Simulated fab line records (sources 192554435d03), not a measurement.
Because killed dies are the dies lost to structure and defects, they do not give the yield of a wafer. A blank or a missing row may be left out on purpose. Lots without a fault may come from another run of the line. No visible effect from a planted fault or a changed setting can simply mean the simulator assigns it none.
fab line records -- flow n5Finfet
record: lots: 6, wafers: 17, lastDay: 19
route steps=1938 shown BEOL_M9@1410
lots with no fault: from the same line, run without faults
startH: the number of hours between the record's first day and the start of the first shown wafer of the lot -- waitH: time in hours since the lot's previous step -- " as in the row above -- L1.1+2: a row that stands for several wafers -- - no value present, or no start provided -- * or withheld: withheld -- < > ~ a bound
route shown NAME@n: names a module that has steps shown in the file, with the first one's number in the route -- usual: mean/standard deviation taken from wafers without a fault -- same: alike in all rows -- chamber/n: place in a boat -- sites: the reading at each site -- _std_site: their standard deviation -- _edge_site: inner sites' mean taken away from outer sites' mean -- radiusMm: how far each site lies from the wafer's centre -- mask NAME#n: copy n -- behind: the most recent tool/chamber to have shaped the wafer -- hold: the reason the lot was held/the length of the hold in hours/how it ended -- device: transistor that didn't switch, given as n, p or np -- end of line: the same wafers' tests at the end of the route -- a step given without rows: its recipe and nothing more -- killed: count of dies lost to structure and defects at first sort (not the wafer's yield) -- map: a wafer's dies, marking killed ones x, the rest . and places with no die _
set.NAME: setting as actually run; set.NAME@STEP: the setting as run at that earlier step -- model.NAME: the simulator's own value behind a step, which no gauge read
lots seen at some steps along the route; tables by step, rows by wafer
services: from which hour (startH, from the record's first day; less than 0 if before it) a tool's chamber was out of use, for how many hours, and why
== steps ==
step: N5_BEOL_M9_SOFTBAKE_06
recipe: tempC: 110, timeS: 60, resist: CAR-ArF
step: N5_BEOL_M9_EXPOSE_08
recipe: maskId: M9, na: 1.35, sourceShape: dipole, sigmaInner: 0.411, sigmaOuter: 0.611, polarization: te, doseMj: 53.75
step: N5_BEOL_M9_PEB_09
recipe: pebTempC: withheld, pebTimeS: 60, resist: CAR-ArF
step: N5_BEOL_M9_DEVELOP_10
recipe: developTimeS: 30, developer: TMAH, resist: CAR-ArF, rinseLiquid: diw, dry: airSpin, devTempC: 23
step: N5_BEOL_M9_CD_MEAS_11
recipe: targetCdNm: 64.1, landingEnergyEv: 500, detector: seInlens, polarity: opening
usual: cdNm: 64.4/0.52
lot.wafer,tool,chamber,startH,waitH,cdNm
L558.1,cdSem-02,0,251.74,-,63.9
L558.3,cdSem-02,0,251.74,-,64.3
L558.4,cdSem-02,0,251.74,-,64.1
L561.2,cdSem-01,0,298.22,-,65.5
L561.3,cdSem-01,0,298.22,-,65.1
L561.6,cdSem-01,0,298.22,-,64.9
L569.1,cdSem-03,0,345.79,-,64.8
L569.5,cdSem-03,0,345.79,-,64.4
L573.2,cdSem-03,0,355.92,-,64.5
L573.4,cdSem-03,0,355.92,-,64.8
L573.6,cdSem-03,0,355.92,-,64.0
L570.1,cdSem-01,0,356.97,-,63.6
L570.2,cdSem-01,0,356.97,-,63.4
L570.3,cdSem-01,0,356.97,-,64.7
L575.2,cdSem-01,0,402.71,-,64.3
L575.4,cdSem-01,0,402.71,-,64.4
L575.6,cdSem-01,0,402.71,-,64.4
step: N5_BEOL_M9_OVL_MEAS_12
recipe: pointsPerWafer: 44
usual: M9_OVL: -0.1/0.8
lot.wafer,tool,chamber,startH,waitH,M9_OVL[nm]
L558.1,overlay-02,0,251.77,0.0,0.5
L558.3,overlay-02,0,251.77,0.0,-0.1
L558.4,overlay-02,0,251.77,0.0,0.2
L561.2,overlay-01,0,298.25,0.0,-0.2
L561.3,overlay-01,0,298.25,0.0,-0.6
L561.6,overlay-01,0,298.25,0.0,0.4
L569.1,overlay-01,0,345.82,0.0,0.2
L569.5,overlay-01,0,345.82,0.0,-0.3
L573.2,overlay-01,0,355.95,0.0,0.6
L573.4,overlay-01,0,355.95,0.0,0.6
L573.6,overlay-01,0,355.95,0.0,0.7
L570.1,overlay-02,0,357.00,0.0,0.4
L570.2,overlay-02,0,357.00,0.0,0.1
L570.3,overlay-02,0,357.00,0.0,0.4
L575.2,overlay-01,0,402.74,0.0,-0.6
L575.4,overlay-01,0,402.74,0.0,-0.5
L575.6,overlay-01,0,402.74,0.0,-0.3
step: N5_BEOL_M9_INSPECT_13
recipe: mode: adi, inspectInstrument: brightfield
usual: rawDefectCount: 427/92
lot.wafer,tool,chamber,startH,waitH,rawDefectCount
L558.1,defectInspect-01,-,251.79,0.0,476
L558.3,defectInspect-01,-,251.79,0.0,586
L558.4,defectInspect-01,-,251.79,0.0,472
L561.2,defectInspect-02,-,298.27,0.0,306
L561.3,defectInspect-02,-,298.27,0.0,392
L561.6,defectInspect-02,-,298.27,0.0,327
L569.1,defectInspect-01,-,345.84,0.0,488
L569.5,defectInspect-01,-,345.84,0.0,371
L573.2,defectInspect-02,-,355.98,0.0,321
L573.4,defectInspect-02,-,355.98,0.0,390
L573.6,defectInspect-02,-,355.98,0.0,319
L570.1,defectInspect-02,-,357.03,0.0,482
L570.2,defectInspect-02,-,357.03,0.0,392
L570.3,defectInspect-02,-,357.03,0.0,261
L575.2,defectInspect-02,-,402.76,0.0,461
L575.4,defectInspect-02,-,402.76,0.0,404
L575.6,defectInspect-02,-,402.76,0.0,423
step: N5_BEOL_M9_DESCUM_16
recipe: chemistry: O2, timeS: 7.9, sourcePowerW: 50, biasPowerW: 20, pressureMtorr: 20, rfFrequencyHz: 2.712e+07, tempC: 40, resist: CAR-ArF, o2FlowSccm: 225
usual: drypumpMotorCurrentA: 5.6/0.39, oesProductAu: 0.76/0.075, rfVppV: 243.1/1.2, showerheadPlenumPTorr: 2.09/0.061, throttleValvePct: 20.43/0.21
lot.wafer,tool,chamber,startH,waitH,drypumpMotorCurrentA,oesProductAu,rfHoursCounterH,rfVppV,showerheadPlenumPTorr,throttleValvePct
L558.1,rieDiel-05,1,251.83,0.0,5.6,0.69,229,243.9,2.14,20.31
L558.3,rieDiel-05,0,251.83,0.0,5.3,0.82,99,241.4,2.03,20.11
L558.4,rieDiel-05,3,251.83,0.0,5.1,0.96,3,242.3,2.06,20.40
L561.2,rieDiel-05,0,298.47,0.2,5.3,0.81,112,241.9,2.02,20.11
L561.3,rieDiel-05,2,298.47,0.2,6.2,0.81,87,243.4,2.12,20.19
L561.6,rieDiel-05,3,298.47,0.2,5.1,0.92,-,243.4,2.05,20.43
L569.1,rieDiel-02,1,345.99,0.1,5.6,0.80,95,240.7,2.01,20.45
L569.5,rieDiel-02,1,345.99,0.1,5.6,0.79,-,242.9,2.01,20.45
L573.2,rieDiel-06,2,356.25,0.3,5.7,0.71,228,244.0,2.15,20.47
L573.4,rieDiel-06,0,356.25,0.3,5.2,0.75,-,241.7,2.00,20.69
L573.6,rieDiel-06,2,356.25,0.3,5.7,0.71,-,244.9,2.15,20.49
L570.1,rieDiel-06,0,357.41,0.4,5.1,0.76,162,240.9,2.00,20.71
L570.2,rieDiel-06,2,357.41,0.4,5.6,0.71,229,245.2,2.15,20.47
L570.3,rieDiel-06,3,357.41,0.4,5.6,0.68,235,245.0,2.16,20.71
L575.2,rieDiel-05,3,402.93,0.2,5.1,0.85,47,242.2,2.04,20.47
L575.4,rieDiel-05,2,402.93,0.2,6.2,0.76,123,242.6,2.11,20.25
L575.6,rieDiel-05,0,402.93,0.2,5.2,0.77,-,240.9,2.01,20.17
step: N5_BEOL_M9_ETCH_61
recipe: chemistry: CF4, target: SiARC, targetDepthA: 390, maskMaterial: CAR-ArF, timeS: 65, ionEnergyEv: 80, pressureMtorr: 40, sourceW: 545, biasW: 36, Ar_flow_sccm: 100, cf4FlowSccm: 100, ends: cleared
usual: drypumpMotorCurrentA: 5.6/0.39, etchRfOnTimeS: 65.2/1.7, mfcArSccm: 100.0/0.31, oesProductAu: 0.66/0.064, rfVppV: 184.0/1, showerheadPlenumPTorr: 2.14/0.058, throttleValvePct: 15.64/0.24
lot.wafer,tool,chamber,startH,waitH,drypumpMotorCurrentA,etchRfOnTimeS,mfcArSccm,oesProductAu,rfHoursCounterH,rfVppV,showerheadPlenumPTorr,throttleValvePct
L558.1,rieDiel-05,1,251.86,0.0,5.6,63.2,99.6,0.61,229,183.1,2.19,15.65
L558.3,rieDiel-05,0,251.86,0.0,5.2,64.3,100.1,0.70,99,182.4,2.08,15.34
L558.4,rieDiel-05,3,251.86,0.0,5.1,65.8,100.2,0.82,3,182.6,2.13,15.55
L561.2,rieDiel-05,0,298.51,0.0,5.2,63.9,100.2,0.70,112,182.5,2.08,15.37
L561.3,rieDiel-05,2,298.51,0.0,6.2,63.3,100.0,0.70,87,184.0,2.15,15.26
L561.6,rieDiel-05,3,298.51,0.0,5.1,64.3,100.0,0.79,-,181.9,2.12,15.59
L569.1,rieDiel-02,1,346.03,0.0,5.7,68.3,100.0,0.66,95,182.7,2.08,15.76
L569.5,rieDiel-02,1,346.03,0.0,5.7,68.2,99.7,0.66,-,183.6,2.08,15.76
L573.2,rieDiel-06,2,356.29,0.0,5.7,65.2,100.1,0.61,228,184.6,2.21,15.75
L573.4,rieDiel-06,0,356.29,0.0,5.2,66.5,100.1,0.64,-,182.0,2.06,15.92
L573.6,rieDiel-06,2,356.29,0.0,5.6,64.4,100.1,0.60,-,184.3,2.21,15.75
L570.1,rieDiel-06,0,357.45,0.0,5.1,66.0,99.9,0.64,163,183.6,2.06,15.91
L570.2,rieDiel-06,2,357.45,0.0,5.6,64.0,100.4,0.61,229,183.3,2.21,15.74
L570.3,rieDiel-06,3,357.45,0.0,5.7,68.2,100.0,0.58,235,185.2,2.20,15.88
L575.2,rieDiel-05,3,402.96,0.0,5.1,64.9,99.6,0.74,47,183.2,2.11,15.64
L575.4,rieDiel-05,2,402.96,0.0,6.2,64.5,99.8,0.66,123,185.0,2.14,15.33
L575.6,rieDiel-05,0,402.96,0.0,5.2,64.3,100.2,0.66,-,183.1,2.07,15.44
step: N5_BEOL_M9_ETCH_62
recipe: chemistry: N2/H2, target: SOC, targetDepthA: 1100, overetchA: 220, maskMaterial: SiARC, tempC: 40, timeS: 165, ionEnergyEv: 200, pressureMtorr: 30, sourceW: 840, biasW: 150, n2FlowSccm: 200, h2FlowSccm: 200
usual: drypumpMotorCurrentA: 5.6/0.4, n2FlowSccm: 200.1/0.65, oesProductAu: 0.65/0.059, rfVppV: 523.8/2.2, showerheadPlenumPTorr: 2.54/0.074, throttleValvePct: 17.84/0.26
lot.wafer,tool,chamber,startH,waitH,drypumpMotorCurrentA,n2FlowSccm,oesProductAu,rfHoursCounterH,rfVppV,showerheadPlenumPTorr,throttleValvePct
L558.1,rieDiel-05,1,251.91,0.0,5.6,199.1,0.60,229,524.7,2.62,17.81
L558.3,rieDiel-05,0,251.91,0.0,5.2,200.1,0.70,99,521.8,2.44,17.28
L558.4,rieDiel-05,3,251.91,0.0,5.1,200.3,0.81,3,522.7,2.48,17.73
L561.2,rieDiel-05,0,298.56,0.0,5.2,200.5,0.68,112,520.7,2.44,17.30
L561.3,rieDiel-05,2,298.56,0.0,6.2,200.2,0.68,87,524.7,2.59,17.63
L561.6,rieDiel-05,3,298.56,0.0,5.1,199.9,0.78,-,521.4,2.48,17.76
L569.1,rieDiel-02,1,346.08,0.0,5.6,199.9,0.68,95,522.3,2.47,17.93
L569.5,rieDiel-02,1,346.08,0.0,5.7,200.8,0.67,-,522.0,2.47,17.94
L573.2,rieDiel-06,2,356.34,0.0,5.6,200.7,0.60,228,525.6,2.61,18.03
L573.4,rieDiel-06,0,356.34,0.0,5.2,200.3,0.63,-,520.3,2.44,18.16
L573.6,rieDiel-06,2,356.34,0.0,5.6,200.5,0.61,-,526.4,2.61,18.04
L570.1,rieDiel-06,0,357.50,0.0,5.2,199.6,0.63,163,521.6,2.44,18.17
L570.2,rieDiel-06,2,357.50,0.0,5.6,199.8,0.61,229,527.3,2.61,18.03
L570.3,rieDiel-06,3,357.50,0.0,5.6,199.4,0.59,235,524.5,2.61,18.03
L575.2,rieDiel-05,3,403.01,0.0,5.1,199.4,0.73,47,523.4,2.47,17.80
L575.4,rieDiel-05,2,403.01,0.0,6.2,199.6,0.65,123,523.9,2.58,17.67
L575.6,rieDiel-05,0,403.01,0.0,5.2,199.3,0.66,-,521.9,2.42,17.36
step: N5_BEOL_M9_STRIP_68
recipe: chemistry: N2/H2, tempC: 40, n2FlowSccm: 200, h2FlowSccm: 200, rfFrequencyHz: 6e+07
step: N5_BEOL_M9_STRIP_67
recipe: chemistry: CF4, resist: SiARC, powerW: 300, biasPowerW: 75, pressureMtorr: 50, cf4FlowSccm: 150, rfFrequencyHz: 6e+07
usual: drypumpMotorCurrentA: 5.6/0.39, oesProductAu: 0.77/0.069, rfVppV: 271.0/1.4, showerheadPlenumPTorr: 1.79/0.048, throttleValvePct: 13.61/0.25
lot.wafer,tool,chamber,startH,waitH,drypumpMotorCurrentA,oesProductAu,rfHoursCounterH,rfVppV,showerheadPlenumPTorr,throttleValvePct
L558.1,rieDiel-05,1,252.06,0.0,5.6,0.70,229,272.8,1.84,13.70
L558.3,rieDiel-05,0,252.06,0.0,5.2,0.82,99,268.9,1.74,13.27
L558.4,rieDiel-05,3,252.06,0.0,5.1,0.96,3,269.5,1.78,13.46
L561.2,rieDiel-05,0,298.70,0.0,5.2,0.80,112,269.9,1.73,13.31
L561.3,rieDiel-05,2,298.70,0.0,6.2,0.81,87,272.9,1.79,13.21
L561.6,rieDiel-05,3,298.70,0.0,5.1,0.91,-,270.3,1.78,13.51
L569.1,rieDiel-02,1,346.22,0.0,5.7,0.79,95,270.6,1.75,13.76
L569.5,rieDiel-02,1,346.22,0.0,5.6,0.79,-,269.6,1.75,13.76
L573.2,rieDiel-06,2,356.48,0.0,5.6,0.71,228,272.7,1.84,13.71
L573.4,rieDiel-06,0,356.48,0.0,5.2,0.75,-,269.6,1.72,13.85
L573.6,rieDiel-06,2,356.48,0.0,5.6,0.71,-,272.1,1.84,13.71
L570.1,rieDiel-06,0,357.64,0.0,5.2,0.75,163,269.7,1.72,13.85
L570.2,rieDiel-06,2,357.64,0.0,5.6,0.71,229,271.2,1.84,13.73
L570.3,rieDiel-06,3,357.64,0.0,5.6,0.70,235,271.6,1.84,13.91
L575.2,rieDiel-05,3,403.16,0.0,5.1,0.87,47,269.7,1.77,13.55
L575.4,rieDiel-05,2,403.16,0.0,6.2,0.77,123,271.9,1.78,13.29
L575.6,rieDiel-05,0,403.16,0.0,5.2,0.77,-,269.8,1.72,13.38
step: N5_BEOL_M9_HM_OPEN_17
recipe: chemistry: Cl2/BCl3, targetDepthA: 200, overetchA: 60, target: TiN, maskMaterial: SOC, ionEnergyEv: 150, pressureMtorr: 10, icpW: 1000, biasW: 126, Cl2_flow_sccm: 53.25, bcl3FlowSccm: 21.75, Ar_flow_sccm: 25
usual: drypumpMotorCurrentA: 5.5/0.46, mfcArSccm: 25.00/0.077, mfcCl2Sccm: 53.29/0.18, oesProductAu: 0.65/0.09, throttleValvePct: 22.01/0.19
lot.wafer,tool,chamber,startH,waitH,drypumpMotorCurrentA,mfcArSccm,mfcCl2Sccm,oesProductAu,rfHoursCounterH,throttleValvePct,model.SOC_of_BEOL_M9_COAT_59.thkNm
L558.1,rieMetal-03,0,252.10,0.0,6.1,25.08,53.54,0.58,83,22.45,92.2
L558.3,rieMetal-03,0,252.10,0.0,6.1,24.96,53.47,0.58,-,22.43,92.2
L558.4,rieMetal-03,0,252.10,0.0,6.1,24.99,53.29,0.58,-,22.44,92.2
L561.2,rieMetal-03,0,298.74,0.0,6.1,25.04,53.29,0.59,88,22.44,92
L561.3,rieMetal-03,0,298.74,0.0,6.1,24.92,53.21,0.58,-,22.42,92.4
L561.6,rieMetal-03,0,298.74,0.0,6.2,24.99,52.79,0.58,-,22.42,92.2
L569.1,rieMetal-02,1,346.26,0.0,5.4,25.19,53.13,0.61,65,21.88,92.2
L569.5,rieMetal-02,1,346.26,0.0,5.5,25.09,53.09,0.61,-,21.89,92
L573.2,rieMetal-02,1,356.55,0.1,5.4,24.82,53.27,0.61,-,21.86,88.4
L573.4,rieMetal-02,1,356.55,0.1,5.5,24.90,53.20,0.62,-,21.86,88.2
L573.6,rieMetal-02,1,356.55,0.1,5.5,25.00,53.19,0.62,-,21.88,88
L570.1,rieMetal-02,1,357.69,0.0,5.5,25.00,53.49,0.61,68,21.89,87.4
L570.2,rieMetal-02,1,357.69,0.0,5.5,24.95,53.30,0.60,-,21.89,87.4
L570.3,rieMetal-02,1,357.69,0.0,5.5,25.04,53.39,0.61,-,21.90,87.4
L575.2,rieMetal-01,0,403.20,0.0,4.8,24.91,53.26,0.76,10,21.88,92
L575.4,rieMetal-01,1,403.20,0.0,5.9,24.95,53.37,0.67,-,22.06,91.8
L575.6,rieMetal-01,1,403.20,0.0,5.9,24.99,53.24,0.66,-,22.07,91.8
step: N5_BEOL_M9_STRIP_19
recipe: chemistry: O2, powerW: 400, tempC: 40, pressureMtorr: 30, rfFrequencyHz: 6e+07, biasPowerW: 0, overashFraction: 0.2, o2FlowSccm: 225
usual: drypumpMotorCurrentA: 5.6/0.43, oesProductAu: 0.78/0.081, rfVppV: 3.6/0.53, showerheadPlenumPTorr: 2.08/0.056, throttleValvePct: 16.66/0.22
lot.wafer,tool,chamber,startH,waitH,drypumpMotorCurrentA,oesProductAu,rfHoursCounterH,rfVppV,showerheadPlenumPTorr,throttleValvePct
L558.1,rieDiel-02,2,252.32,0.2,6.1,0.73,180,3.7,2.10,16.77
L558.3,rieDiel-02,0,252.32,0.2,5.1,0.69,205,3.6,2.16,17.02
L558.4,rieDiel-02,1,252.32,0.2,5.7,0.83,68,4.4,2.03,16.70
L561.2,rieDiel-02,0,298.93,0.2,5.1,0.68,217,3.2,2.16,17.04
L561.3,rieDiel-02,1,298.93,0.2,5.6,0.81,83,3.3,2.02,16.70
L561.6,rieDiel-02,0,298.93,0.2,5.1,0.67,-,4.4,2.16,17.03
L569.1,rieDiel-02,2,346.58,0.3,6.0,0.71,208,3.8,2.09,16.81
L569.5,rieDiel-02,1,346.58,0.3,5.6,0.80,-,2.3,2.02,16.74
L573.2,rieDiel-05,2,356.76,0.2,6.2,0.79,107,4.1,2.12,16.45
L573.4,rieDiel-05,0,356.76,0.2,5.2,0.79,132,3.8,2.02,16.42
L573.6,rieDiel-05,2,356.76,0.2,6.2,0.79,-,4.6,2.12,16.46
L570.1,rieDiel-06,1,357.90,0.2,6.5,0.92,13,3.1,2.06,16.42
L570.2,rieDiel-06,3,357.90,0.2,5.7,0.67,236,3.2,2.16,16.96
L570.3,rieDiel-06,2,357.90,0.2,5.6,0.71,229,3.8,2.15,16.76
L575.2,rieDiel-06,2,403.38,0.2,5.6,0.69,242,3.7,2.15,16.77
L575.4,rieDiel-06,1,403.38,0.2,6.5,0.88,24,4.1,2.06,16.44
L575.6,rieDiel-06,3,403.38,0.2,5.7,0.66,-,3.7,2.16,16.98
== services ==
tool,chamber,startH,hours,kind
rieDiel-02,-,257.56,0.3,repair
rieDiel-05,2,260.27,5.0,repair
rieDiel-02,0,271.01,5.8,repair
rieDiel-06,1,271.31,-,clean
rieDiel-06,1,271.31,-,consumableReplace:focusRing
rieDiel-06,1,271.31,32.9,scheduledDown
rieDiel-06,1,271.31,32.9,ventCycle
rieMetal-01,-,288.34,0.1,repair
rieDiel-06,-,295.07,0.1,repair
rieMetal-03,0,299.21,7.3,repair
rieMetal-02,0,315.18,2.7,repair
rieDiel-05,3,319.91,10.7,repair
rieDiel-02,1,328.63,4.6,repair
rieDiel-05,1,330.59,-,clean
rieDiel-05,1,330.59,-,consumableReplace:focusRing
rieDiel-05,1,330.59,19.4,scheduledDown
rieDiel-05,1,330.59,19.4,ventCycle
rieMetal-02,0,346.03,14.3,repair
rieMetal-03,1,346.76,4.3,repair
rieDiel-02,0,358.37,6.8,repair
rieMetal-02,0,360.33,-,clean
rieMetal-02,0,360.33,15.0,scheduledDown
rieDiel-05,-,361.43,1.6,repair
rieDiel-02,-,370.37,2.8,pm
== key ==
firstSign none at tools or gauges
modelEffect: step: N5_BEOL_M9_HM_OPEN_17, value: SOC_of_BEOL_M9_COAT_59.thkNm, without: 92.5, struck: 87.8
metAt N5_BEOL_M9_HM_OPEN_17
struckWafers L570.1,L570.2,L570.3,L573.2,L573.4,L573.6
onsetBetween 346.26 356.55
alsoFits N5_BEOL_M9_DESCUM_16:rieDiel-06,N5_BEOL_M9_ETCH_61:rieDiel-06,N5_BEOL_M9_ETCH_62:rieDiel-06,N5_BEOL_M9_STRIP_67:rieDiel-06
fault: kind: processParameterDrift, tool: rieMetal-02, chamber: -, onsetH: 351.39, steps: N5_BEOL_M9_HM_OPEN_17, channel: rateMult, offset: 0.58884, shape: step, endH: 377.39
